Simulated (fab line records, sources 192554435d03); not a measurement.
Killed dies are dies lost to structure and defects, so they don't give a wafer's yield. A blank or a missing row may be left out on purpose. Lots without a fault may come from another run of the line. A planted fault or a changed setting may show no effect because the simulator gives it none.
fab line records | flow n5_finfet
record lots=12 wafers=33 last_day=17
route steps=1938 shown BEOL_M7@1302 PASSIVATION@1936
lots that met no fault: from a run of the same line without faults
start_h: hours from the record's first day to the start of the lot's first wafer shown | wait_h: hours since the lot's step before | " the same as in the row above | L1.1+2: a row that stands for several wafers | - no value, or no start given | * or withheld: withheld | < > ~ a bound
route shown NAME@n: a module of which the file shows steps, and the number in the route of the first | usual: mean/standard deviation of fault-free wafers | same: alike in all rows | chamber/n: place in a boat | sites: the reading at each site | _std_site: their standard deviation | _edge_site: outer sites' mean less inner sites' | radius_mm: how far each site lies from the wafer's centre | mask NAME#n: copy n | behind: the tool/chamber that last shaped the wafer | hold: why the lot was held/for how many hours/how that ended | device: the transistor (n, p or np) that didn't switch | end of line: the same wafers' tests at the end of the route | a step without rows: its recipe alone | killed: dies lost to structure and defects at the first sort, not the wafer's yield | map: a wafer's dies, x killed, . not, _ none there
set.NAME: the setting as run; set.NAME@STEP: as run at that earlier step | model.NAME: the simulator's own value behind a step, which no gauge read
steps of the route over a sample of lots; a table a step, a row a wafer
services: from which hour (start_h, from the record's first day; less than 0 if before it) a tool's chamber was out of use, for how many hours, and why
## steps
# step N5_BEOL_M7_ETCH_66
# recipe chemistry=N2/H2 target=SOC target_depth_a=800 overetch_a=160 mask_material=SiARC temp_c=40 time_s=120 ion_energy_ev=200 pressure_mtorr=30 source_w=840 bias_w=150 n2_flow_sccm=200 h2_flow_sccm=200
# usual drypump_motor_current_A=5.9/0.46 oes_product_au=0.63/0.06 rf_vpp_V=523.8/2.1 showerhead_plenum_p_Torr=2.54/0.071 temp_c=39.99/0.11 throttle_valve_pct=17.8/0.32
# columns lot.wafer tool chamber start_h wait_h drypump_motor_current_A oes_product_au rf_hours_counter_h rf_vpp_V showerhead_plenum_p_Torr temp_c throttle_valve_pct
L162.1 rie_diel-02 2 196.76 0.0 6.1 0.75 1 522.3 2.53 40.14 18.1
L162.2 " 0 " " 6.3 0.53 218 525.9 2.59 39.92 17.5
L162.5 " 1 " " 6.6 0.62 - 524.1 2.56 39.98 17.6
L161.2 rie_diel-06 3 197.66 0.0 5.4 0.67 41 527.7 2.69 40.04 17.4
L161.4 " 0 " " 6.1 0.62 85 524.2 2.58 39.91 18.0
L161.5 " 2 " " 5.4 0.58 - 522.8 2.55 40.06 18.2
L163.3 rie_diel-06 1 201.97 0.0 5.5 0.71 16 522.9 2.51 40.00 17.7
L163.5 " 0 " " 6.0 0.62 - 523.5 2.58 39.93 18.0
L163.6 " 1 " " 5.5 0.71 - 522.2 2.51 39.87 17.7
L164.2 rie_diel-02 2 221.10 0.0 6.1 0.73 7 522.1 2.53 39.96 18.1
L164.3 " 3 " " 5.3 0.64 64 521.8 2.47 40.07 17.5
L164.4 " 0 " " 6.3 0.52 225 526.2 2.59 39.91 17.5
L171.2 rie_diel-03 2 247.29 0.0 6.6 0.69 32 525.7 2.57 39.99 17.3
L171.4 " 0 " " 6.2 0.71 22 521.2 2.50 40.07 17.4
L172.1 rie_diel-02 3 263.05 0.0 5.3 0.62 79 521.3 2.47 39.92 17.5
L172.4 " 2 " " 6.1 0.69 21 522.7 2.52 40.16 18.1
L172.5 " 1 " " 6.6 0.60 - 524.3 2.55 40.13 17.6
L176.1 rie_diel-03 3 288.79 0.0 5.7 0.52 247 525.5 2.61 39.97 18.1
L176.4 " 2 " " 6.6 0.68 - 525.2 2.56 40.17 17.3
L176.6 " 3 " " 5.7 0.52 - 526.9 2.61 39.83 18.1
L177.1 rie_diel-06 3 302.03 0.0 5.4 0.64 73 527.3 2.67 39.96 17.5
L177.3 " 1 " " 5.5 0.67 43 523.9 2.49 40.02 17.7
L177.5 " 0 " " 6.1 0.60 - 524.0 2.57 40.04 18.0
L179.2 rie_diel-03 0 310.29 0.0 6.2 0.68 41 523.0 2.49 40.01 17.5
L179.6 " 0 " " 6.2 0.68 - 524.2 2.49 39.73 17.5
L180.2 rie_diel-02 1 321.40 0.0 6.6 0.58 135 522.6 2.55 39.91 17.6
L180.3 " 3 " " 5.3 0.61 97 521.5 2.46 39.92 17.6
L181.1 rie_diel-06 1 321.67 0.0 5.5 0.66 47 521.8 2.49 39.90 17.7
L181.5 " 0 " " 6.1 0.60 - 523.7 2.57 40.10 18.1
L181.6 " 3 " " 5.4 0.63 - 527.7 2.67 39.85 17.5
L182.1 rie_diel-02 1 331.14 0.0 6.6 0.59 137 524.0 2.55 39.80 17.6
L182.2 " 0 " " 6.3 0.73 1 525.7 2.58 40.02 17.1
L182.5 " 3 " " 5.2 0.60 - 521.9 2.46 39.91 17.6
# step N5_BEOL_M7_CURE_75
# recipe temp_c=370 time_s=120 ambient=DMADMS/He material=SiCOH_lowk
# usual lamp_power_pct=52.32/0.056 wafer_temp_C_max=371.6/0.52
# columns lot.wafer tool chamber start_h wait_h lamp_power_pct wafer_temp_C_max
L162.1 uv_cure-01 2 197.31 0.0 52.41 371.2
L162.2 " 2 " " 52.22 371.7
L162.5 " 2 " " 52.42 371.2
L161.2 uv_cure-03 0 198.26 0.1 52.32 371.3
L161.4 " 0 " " 52.28 372.1
L161.5 " 0 " " 52.29 371.4
L163.3 uv_cure-02 2 202.71 0.1 52.27 371.3
L163.5 " 2 " " 52.33 370.9
L163.6 " 2 " " 52.28 371.3
L164.2 uv_cure-01 0 221.69 0.1 52.37 372.3
L164.3 " 0 " " 52.36 372.5
L164.4 " 0 " " 52.40 372.6
L171.2 uv_cure-02 1 247.88 0.1 52.36 371.8
L171.4 " 1 " " 52.36 371.3
L172.1 uv_cure-03 2 263.72 0.0 52.31 372.3
L172.4 " 2 " " 52.30 371.8
L172.5 " 2 " " 52.31 372.0
L176.1 uv_cure-01 1 289.88 0.6 52.34 371.7
L176.4 " 1 " " 52.29 372.1
L176.6 " 1 " " 52.27 371.2
L177.1 uv_cure-03 2 303.40 0.9 52.29 372.5
L177.3 " 2 " " 52.32 372.1
L177.5 " 2 " " 52.36 372.9
L179.2 uv_cure-03 1 311.07 0.3 52.41 372.4
L179.6 " 1 " " 52.23 372.2
L180.2 uv_cure-01 1 322.26 0.2 52.35 371.8
L180.3 " 1 " " 52.37 370.8
L181.1 uv_cure-03 2 322.30 0.1 52.32 372.2
L181.5 " 2 " " 52.30 372.4
L181.6 " 2 " " 52.35 372.1
L182.1 uv_cure-03 1 331.80 0.0 52.27 371.8
L182.2 " 1 " " 52.32 372.2
L182.5 " 1 " " 52.32 371.7
# step N5_BEOL_M7_PRE_CLEAN_45
# recipe gas=H2/He time_s=30 temp_c=250
# usual heater_power_w=320/23
# columns lot.wafer tool chamber start_h wait_h heater_power_w
L162.1 pvd_sputter-02 - 198.12 0.0 347
L162.2 " - " " 306
L162.5 " - " " 372
L161.2 pvd_sputter-03 - 199.40 0.0 312
L161.4 " - " " 308
L161.5 " - " " 331
L163.3 pvd_sputter-03 - 202.97 0.0 287
L163.5 " - " " 280
L163.6 " - " " 330
L164.2 pvd_sputter-03 - 222.33 0.0 298
L164.3 " - " " 324
L164.4 " - " " 283
L171.2 pvd_sputter-02 - 248.53 0.0 346
L171.4 " - " " 373
L172.1 pvd_sputter-03 - 264.62 0.0 308
L172.4 " - " " 314
L172.5 " - " " 310
L176.1 pvd_sputter-02 - 291.32 0.0 377
L176.4 " - " " 342
L176.6 " - " " 310
L177.1 pvd_sputter-01 - 303.80 0.0 329
L177.3 " - " " 356
L177.5 " - " " 339
L179.2 pvd_sputter-03 - 311.69 0.0 314
L179.6 " - " " 286
L180.2 pvd_sputter-03 - 322.67 0.0 328
L180.3 " - " " 289
L181.1 pvd_sputter-02 - 322.70 0.0 311
L181.5 " - " " 369
L181.6 " - " " 316
L182.1 pvd_sputter-02 - 332.16 0.0 366
L182.2 " - " " 309
L182.5 " - " " 314
# step N5_BEOL_M7_CVD_78
# recipe material=Co target_thk_a=20 temp_c=withheld precursor=CCTBA/H2 pressure_torr=30 time_s=142.3
# usual run_length_s=164.9/0.41
# columns lot.wafer tool chamber start_h wait_h run_length_s
L162.1 cvd_co-02 0 199.28 0.1 165.6
L162.2 " 1 " " 164.6
L162.5 " 2 " " 165.2
L161.2 cvd_co-01 0 199.84 0.0 164.9
L161.4 " 0 " " 164.9
L161.5 " 0 " " 164.9
L163.3 cvd_co-02 1 203.49 0.0 164.5
L163.5 " 2 " " 165.8
L163.6 " 0 " " 165.9
L164.2 cvd_co-02 0 223.04 0.3 165.1
L164.3 " 1 " " 164.5
L164.4 " 0 " " 164.9
L171.2 cvd_co-02 0 248.97 0.0 165.3
L171.4 " 0 " " 86.7
L172.1 cvd_co-02 1 265.22 0.1 86.2
L172.4 " 2 " " 87.2
L172.5 " 1 " " 164.5
L176.1 cvd_co-01 1 291.82 0.1 164.5
L176.4 " 0 " " 165.1
L176.6 " 0 " " 164.8
L177.1 cvd_co-01 1 305.97 0.3 164.5
L177.3 " 0 " " 165.1
L177.5 " 0 " " 165.2
L179.2 cvd_co-01 1 312.13 0.0 164.7
L179.6 " 1 " " 164.7
L180.2 cvd_co-01 1 323.15 0.0 165.0
L180.3 " 0 " " 164.9
L181.1 cvd_co-02 0 323.21 0.0 164.9
L181.5 " 0 " " 164.8
L181.6 " 2 " " 165.9
L182.1 cvd_co-01 1 332.89 0.3 165.3
L182.2 " 0 " " 165.2
L182.5 " 0 " " 165.2
# step N5_PASSIVATION_PROBE_49
# usual defect_limited_yield=91.1/1.6 killed_at_M0_to_M3=35/11 killed_at_M4_up=13/5.4 killed_at_contacts=13/6.5 killed_at_front_end=40/14 killed_at_other=4/3.1 killed_dies=105/18 killed_open=69/14 killed_short=34/7.3 sort_bin_5_function=5.2/0.96 sort_bin_6_memory=3.4/0.77 sort_bin_8_speed=0.02/0.13 sort_n_pass=1075/19 sort_yield_pct=91.1/1.6
# same gross_dies=1180 killed_at_back_side=0 sort_bin_4_leakage[%]=0
# columns lot.wafer tool chamber start_h wait_h defect_limited_yield[%] killed_at_M0_to_M3 killed_at_M4_up killed_at_contacts killed_at_front_end killed_at_other killed_dies killed_open killed_short sort_bin_5_function[%] sort_bin_6_memory[%] sort_bin_8_speed[%] sort_n_pass sort_yield_pct[%]
L162.1 prober-02 - 285.32 0.1 90.0 53 21 13 28 3 118 87 30 5.4 4.4 0 1062 90.0
L162.2 prober-02 - 285.37 0.2 90.4 43 16 7 43 4 113 70 41 5.5 3.9 0 1067 90.4
L162.5 prober-02 - 285.52 0.3 90.8 57 5 8 36 3 109 72 35 5.1 3.8 0 1071 90.8
L171.2 prober-01 - 328.54 0.1 89.6 51 16 12 39 5 123 79 41 6.4 4.0 0 1057 89.6
L171.4 prober-01 - 328.64 0.2 90.3 25 27 21 39 3 115 78 36 5.6 3.6 0 1065 90.3
L180.2 prober-02 - 398.51 0.1 91.1 45 13 13 32 2 105 75 30 5.3 3.1 0 1075 91.1
L180.3 prober-02 - 398.56 0.1 90.8 52 16 11 28 1 108 76 30 4.7 3.9 0 1072 90.8
# killed by level:class
L162.1 BEOL_M0_SAQP:geometric_particle:open=16 BEOL_M1:geometric_particle:open=14 MOL_CONTACT_COAG:geometric_particle:open=11 BEOL_M4:geometric_particle:open=11 BEOL_M3:geometric_particle:open=6 STI_FIN_REVEAL:geometric_particle:open=5 BEOL_M1:geometric_particle:short=5 BEOL_M0_SAQP:geometric_particle:short=4
L162.2 BEOL_M1:geometric_particle:open=9 BEOL_M0_SAQP:geometric_particle:short=8 MOL_CONTACT_COAG:geometric_particle:open=7 STI_FIN_REVEAL:geometric_particle:open=6 BEOL_M1:geometric_particle:short=6 DUMMY_GATE:geometric_particle:open=5 GATE_CUT:geometric_particle:open=5 GATE_CUT:geometric_particle:short=5
L162.5 BEOL_M0_SAQP:geometric_particle:open=21 BEOL_M0_SAQP:geometric_particle:short=17 BEOL_M2:geometric_particle:open=7 MOL_CONTACT_COAG:geometric_particle:open=6 BEOL_M1:geometric_particle:open=6 STI_FIN_REVEAL:geometric_particle:open=5 GATE_CUT:geometric_particle:open=5 GATE_CUT:geometric_particle:short=5
L171.2 BEOL_M3:geometric_particle:open=15 BEOL_M0_SAQP:geometric_particle:open=13 MOL_CONTACT_COAG:geometric_particle:open=10 BEOL_M4:geometric_particle:open=9 BEOL_M0_SAQP:geometric_particle:short=8 GATE_CUT:geometric_particle:short=7 FIN_SAQP:geometric_particle:open=5 FIN_SAQP:geometric_particle:short=5
L171.4 BEOL_M4:geometric_particle:open=17 MOL_CONTACT_COAG:geometric_particle:open=15 BEOL_M3:geometric_particle:open=10 FIN_SAQP:geometric_particle:open=9 MOL_CONTACT_COAG:geometric_particle:short=6 BEOL_M4:geometric_particle:short=6 STI_FIN_REVEAL:geometric_particle:open=5 ILD0:geometric_particle:short=5
L180.2 MOL_CONTACT_COAG:geometric_particle:open=10 BEOL_M0_SAQP:geometric_particle:short=10 BEOL_M3:geometric_particle:open=9 BEOL_M0_SAQP:geometric_particle:open=8 BEOL_M2:geometric_particle:open=8 STI_FIN_REVEAL:geometric_particle:open=7 FIN_SAQP:geometric_particle:open=6 BEOL_M1:geometric_particle:open=6
L180.3 BEOL_M0_SAQP:geometric_particle:open=16 BEOL_M0_SAQP:geometric_particle:short=13 MOL_CONTACT_COAG:geometric_particle:open=11 BEOL_M3:geometric_particle:open=8 BEOL_M4:geometric_particle:open=8 FIN_SAQP:geometric_particle:open=7 BEOL_M1:geometric_particle:open=6 FIN_SAQP:geometric_particle:short=5
## services
# columns tool chamber start_h hours kind
cvd_co-01 - 176.37 1.5 repair
cvd_co-01 - 187.30 0.4 repair
uv_cure-03 - 193.66 4.5 pm
cvd_co-02 - 201.09 1.2 repair
cvd_co-02 2 210.82 15.3 repair
rie_diel-06 1 268.83 5.7 repair
uv_cure-02 - 277.50 7.5 pm
rie_diel-03 0 288.35 3.7 repair
uv_cure-02 - 288.45 18.8 repair
rie_diel-03 3 298.09 - clean
rie_diel-03 3 298.09 - consumable_replace:focus_ring
rie_diel-03 3 298.09 12.6 scheduled_down
rie_diel-03 3 298.09 12.6 vent_cycle
uv_cure-03 - 302.46 0.9 repair
rie_diel-02 0 307.50 - clean
rie_diel-02 0 307.50 - consumable_replace:focus_ring
## key
first_sign step=N5_BEOL_M7_CVD_78 reading=run_length_s direction=down sigmas=99+ usual=* struck=*
effect none on later readings
met_at N5_BEOL_M7_CVD_78
struck_lots L171,L172
struck_wafers L171.4,L172.1,L172.4
baseline_loss step=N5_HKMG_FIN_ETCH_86 wafers=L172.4
not_acting_at N5_BEOL_M7_ETCH_66,N5_BEOL_M7_CURE_75,N5_BEOL_M7_PRE_CLEAN_45
fault kind=process_parameter_drift tool=cvd_co-02 chamber=- onset_h=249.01 steps=N5_BEOL_M7_CVD_78 channel=time_s offset=* shape=step end_h=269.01 scope=struck_wafers_only acts_in=* stated=*
# baseline_loss: these wafers lose ten dies or more at that step, a loss of the line's own and not of a fault; the sort's usual values leave them out
